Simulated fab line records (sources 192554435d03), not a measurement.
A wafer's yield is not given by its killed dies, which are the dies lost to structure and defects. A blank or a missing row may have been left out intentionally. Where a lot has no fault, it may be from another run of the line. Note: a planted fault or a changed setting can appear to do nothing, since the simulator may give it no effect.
Chamber matching | flow n5Finfet | rieDiel-01 running N5_GATE_CUT_STRIP_42: 4 sister chambers
The step strips in O2. 4 wafers are shown with their chamber, then 10 later ones without.

## WAFERS, EACH WITH ITS CHAMBER
wafer  | chamber | throttleValvePct (%)
L087.1 | 0       | 16.81
L087.5 | 1       | 16.76
L089.1 | 2       | 16.84
L089.2 | 3       | 16.34

## WAFERS MISSING THEIR CHAMBER
wafer  | throttleValvePct (%)
L089.5 | 16.84
L091.3 | 16.34
L091.4 | 16.82
L091.5 | 16.78
L093.3 | 16.35
L093.5 | 16.83
L093.6 | 16.34
L094.1 | 16.78
L094.2 | 16.34
L094.4 | 16.87

## WHICH CHAMBER EACH ONE RAN IN
wafer  | from the rows above     | in truth
L089.5 | 2                       | 2
L091.3 | 3                       | 3
L091.4 | can't be placed: 0 or 2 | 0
L091.5 | can't be placed: 1 or 0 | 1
L093.3 | 3                       | 3
L093.5 | can't be placed: 2 or 0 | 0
L093.6 | 3                       | 3
L094.1 | can't be placed: 1 or 0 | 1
L094.2 | 3                       | 3
L094.4 | 2                       | 2
Correct placement for 6 of the 10. Cannot be placed on the basis of these rows: 4; the candidates contain the true chamber in 4. Wrongly placed: 0.
How it was worked out, from the rows above alone: a wafer's distance from a chamber is the root of the sum, over the readings, of the square of ((its reading less the chamber's mean) divided by the reading's scatter). The wafer belongs to the nearest chamber; if the next one is less than 2 further off, it can't be placed. For every chamber, the mean is computed from those of its wafers that are shown. The scatter (one wafer shown for each chamber): square how far every hidden wafer sits from the nearest shown wafer, average those squares and take the square root.
